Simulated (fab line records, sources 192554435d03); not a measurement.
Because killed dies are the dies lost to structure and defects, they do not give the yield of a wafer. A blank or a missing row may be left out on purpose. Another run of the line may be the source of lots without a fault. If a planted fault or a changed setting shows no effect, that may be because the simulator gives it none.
Chamber matching    flow n5Finfet    N5_BEOL_M2_ALD_98 on aldSin-01 has 4 sister chambers
The step deposits SiO2, target thk 2.5 nm, pulse time 1 s, co reactant pulse time 1 s. 4 wafers are shown with their chamber, then 11 later ones without.

== WAFERS PAIRED WITH THEIR CHAMBERS ==
wafer   chamber  heaterPowerW (W)
L086.2  1        87
L088.2  3        70
L088.6  2        87
L091.1  0        82

== WAFERS MISSING THEIR CHAMBER ==
wafer   heaterPowerW (W)
L091.2  71
L091.3  85
L090.3  84
L090.5  80
L090.6  69
L093.2  82
L093.3  88
L093.4  72
L094.4  84
L094.5  83
L094.6  86

== WHICH CHAMBER EACH ONE RAN IN ==
wafer    from the rows above            in truth
L091.2   3                              3
L091.3   can't be placed: 1 or 2 or 0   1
L090.3   can't be placed: 0 or 1 or 2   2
L090.5   0                              0
L090.6   3                              3
L093.2   0                              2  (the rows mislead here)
L093.3   can't be placed: 1 or 2        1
L093.4   3                              3
L094.4   can't be placed: 0 or 1 or 2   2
L094.5   can't be placed: 0 or 1 or 2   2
L094.6   can't be placed: 1 or 2 or 0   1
Correct placement for 4 of the 11. Unplaceable from these rows: 6, with the true chamber sitting among the candidates in 6. Placed wrongly: 1.
How it was worked out, from the rows above alone: a wafer's distance from a chamber is the root of the sum, over the readings, of the square of ((its reading less the chamber's mean) divided by the reading's scatter). If the next closest chamber is less than 2 further off than the closest, the wafer can't be placed; otherwise it belongs to the closest. Each chamber's mean is taken over the wafers shown for it. The scatter (one wafer shown for each chamber): square how far every hidden wafer sits from the nearest shown wafer, average those squares and take the square root.
